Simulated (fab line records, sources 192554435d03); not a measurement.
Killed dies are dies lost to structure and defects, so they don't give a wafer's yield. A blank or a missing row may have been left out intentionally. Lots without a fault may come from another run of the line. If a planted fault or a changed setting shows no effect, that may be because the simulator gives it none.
Matching of chambers -- flow n5Finfet -- 4 sister chambers for N5_FIN_SAQP_MANDREL_ETCH_58 on rieSi-01
The step etches a-Si in HBr/Cl2, stops on SiNx, target depth 45 nm, bt time 10 s, time 27 s. 8 wafers are shown with their chamber, then 7 later ones without.

EACH WAFER AND ITS CHAMBER
wafer,chamber,drypumpMotorCurrentA (A),throttleValvePct (%)
L739.3,1,5.6,35.45
L742.2,0,4.7,35.80
L742.5,2,5.0,35.47
L744.2,0,4.6,35.80
L744.3,3,5.8,35.45
L744.4,1,5.6,35.45
L747.1,3,5.7,35.43
L747.3,2,5.0,35.48

WAFERS WHOSE CHAMBER IS MISSING
wafer,drypumpMotorCurrentA (A),throttleValvePct (%)
L747.4,5.6,35.44
L751.1,5.0,35.48
L751.3,4.6,35.82
L751.5,5.8,35.43
L753.3,5.0,35.51
L753.4,5.7,35.66
L753.5,5.0,35.48

EACH ONE'S CHAMBER
wafer,from the rows above,in truth
L747.4,can't be placed: 1 or 3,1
L751.1,2,2
L751.3,0,0
L751.5,3,3
L753.3,2,2
L753.4,can't be placed: 1 or 2 or 0 or 3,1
L753.5,2,2
Placed correctly: 5 of 7. Not placeable from these rows: 2 (in 2, the candidates include the true chamber). Wrongly placed: 0.
How it was worked out, from the rows above alone: a wafer's distance from a chamber is the root of the sum, over the readings, of the square of ((its reading less the chamber's mean) divided by the reading's scatter). The wafer belongs to the nearest chamber; if the next one is less than 2 further off, it can't be placed. A chamber's mean is the mean of its shown wafers. The scatter: the root of (the sum of the squares of (reading less its chamber's mean) over the shown wafers, divided by (wafers less chambers)).
